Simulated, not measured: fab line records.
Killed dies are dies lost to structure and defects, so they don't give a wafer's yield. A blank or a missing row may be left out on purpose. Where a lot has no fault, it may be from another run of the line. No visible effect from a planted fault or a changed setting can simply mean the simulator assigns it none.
Struck lot and sound lot, side by side | flow n5_finfet | 21 out of 1938 route steps
Sound: wafers L425.1, L425.4, L425.6. Struck: wafers L417.2, L417.3, L417.4. The cause is named last.
Per side, at each step with rows, come the tool, then ch with its chambers, and then its first start. Under that, the readings that differ: sound wafers | struck wafers | difference of the means | sigmas: that difference in standard deviations of wafers without a fault.
alike: readings whose means differ by less than 2 such deviations, and words and numbers that are the same on both sides. not compared: withheld readings, readings that some wafer has no value for, bounds like >300 that may hide the same value, and numbers for which the record gives no deviation and whose values overlap.
Wherever a step has rows on one side only, a row that says differs or no value, or a row with sigmas, the two part there. Numbers that don't overlap but have no deviation are shown without sigmas and don't part them. Lack of a reading on every wafer of one side parts them only where that side has two or more wafers.

first, 3 steps without rows for these wafers: N5_BEOL_M4_ANNEAL_87 (time 240 s); N5_BEOL_M4_SPUTTER_88 (material Cu, target thk 4.5 nm, time 8.29 s); N5_BEOL_M4_ANNEAL_89 (time 240 s).
N5_BEOL_M4_SPUTTER_90: material Cu, target thk 4.5 nm, time 8.29 s.
  sound on pvd_sputter-02, day 12 06:04; struck on pvd_sputter-03, day 10 04:44
  alike: throttle_valve_pct
then, 5 steps without rows for these wafers: N5_BEOL_M4_ANNEAL_91 (time 240 s); N5_BEOL_M4_SPUTTER_92 (material Cu, target thk 4.5 nm, time 8.29 s); N5_BEOL_M4_ANNEAL_93 (time 240 s); N5_BEOL_M4_SPUTTER_94 (material Cu, target thk 4.5 nm, time 8.29 s); N5_BEOL_M4_ANNEAL_95 (time 240 s).
N5_BEOL_M4_SPUTTER_96: material Cu, target thk 4.5 nm, time 8.29 s.
  sound on pvd_sputter-02, day 12 06:44; struck on pvd_sputter-03, day 10 05:24
  alike: throttle_valve_pct
then, 1 step without rows for these wafers: N5_BEOL_M4_ECD_50 (material Cu, target thk 300 nm).
N5_BEOL_M4_ANNEAL_51: time 90 s.
  sound on rtp_anneal-01 ch 0, day 12 06:56; struck on rtp_anneal-01 ch 0, day 10 05:38
  alike: wafer_temp_C_max
N5_BEOL_M4_CMP_52: polishes, stops on SiOC, t overpolish 6.8 s, target thk 40 nm.
  sound on cmp-04 ch 1,2,3, day 12 07:16; struck on cmp-02 ch 0,1,2, day 10 05:55
  reading                      | sound             | struck            | difference | sigmas
  barrier_field_endpoint_s (s) | 25.4 24.4 24.4    | 41.3 41.3 41.3    | +16.6      | +23
  overpolish_run_s (s)         | 6.794 6.802 6.789 | 0.037 0.034 0.034 | -6.760     | -99 or more
  time_to_endpoint_s (s)       | 63 56 53          | 81 79 82          | +23        | +6
  alike: motor_current_A, platen_rpm, retaining_ring_pressure_frac, slurry_filter_dp_kPa
  not compared: model.SiOC_of_BEOL_M4_ILD_DEP_00.thk_nm
N5_BEOL_M4_THK_MEAS_53: measures by xrf.
  sound on film_metro-02, day 12 07:31; struck on film_metro-02, day 10 06:12
  reading     | sound          | struck            | difference | sigmas
  M4_THK (nm) | 41.4 39.0 38.4 | 148.5 147.9 146.4 | +108.0     | +57
N5_BEOL_M4_PRE_CLEAN_60: time 15 s.
  sound on cvd_co-02 ch 1,2, day 12 07:34; struck on cvd_co-02 ch 0,1,2, day 10 06:14
  alike: heater_power_outer_w, heater_power_w
then, 2 steps without rows for these wafers: N5_BEOL_M4_CO_CAP_55 (material Co, precursor CCTBA/H2, target thk 2 nm, time 102.1 s); N5_BEOL_M4_PRE_CLEAN_56 (time 15 s).
N5_BEOL_M4_DEP_57: deposits SiCN from 3MS/NH3, target thk 8 nm, time 14 s.
  sound on pecvd-01 ch 1,2, day 12 07:43; struck on pecvd-04 ch 0,2, day 10 06:24
  alike: showerhead_plenum_p_Torr, throttle_valve_pct
N5_BEOL_M4_INSPECT_59: inspects for defects (darkfield).
  sound on defect_inspect-01, day 12 07:48; struck on defect_inspect-02, day 10 06:29
  reading          | sound    | struck         | difference | sigmas
  raw_defect_count | 64 63 95 | 4963 4995 5087 | +4941      | +99 or more
N5_BEOL_M4_RC_MEAS_101:
  the record has rows for the sound wafers here (prober-02 ch 0, day 12 07:50) and none for the struck ones
-- here the record skips 5 days between the struck wafers' starts before and after, leaving off in module BEOL_M4 and picking up in module PASSIVATION (first step shown: number 1936 of the route) --
N5_PASSIVATION_PROBE_49:
  sound on prober-02, day 16 18:14; struck on prober-02, day 15 00:24
  reading                  | sound          | struck         | difference | sigmas
  defect_limited_yield (%) | 91.1 91.4 90.3 | 0 0 0          | -91        | -65
  killed_at_M4_up          | 18 10 12       | 1087 1104 1123 | +1091      | +99 or more
  killed_dies              | 105 102 114    | 1180 1180 1180 | +1073      | +63
  killed_on_rim            | 14 9 15        | 152 152 152    | +139       | +36
  killed_short             | 46 38 44       | 35 25 15       | -18        | -2
  sort_n_pass              | 1075 1078 1066 | 0 0 0          | -1073      | -63
  sort_yield_pct (%)       | 91.1 91.4 90.3 | 0 0 0          | -91        | -61
  alike: killed_at_M0_to_M3, killed_at_contacts, killed_at_front_end, killed_at_other, killed_open, sort_bin_4_leakage, sort_bin_5_function, sort_bin_6_memory

## WHERE THEY PART
At N5_BEOL_M4_CMP_52 first; at N5_PASSIVATION_PROBE_49 last (within this record only).

WHY: the cause the simulator had injected
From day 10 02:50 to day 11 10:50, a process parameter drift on cmp-02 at N5_BEOL_M4_CMP_52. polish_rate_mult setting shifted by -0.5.
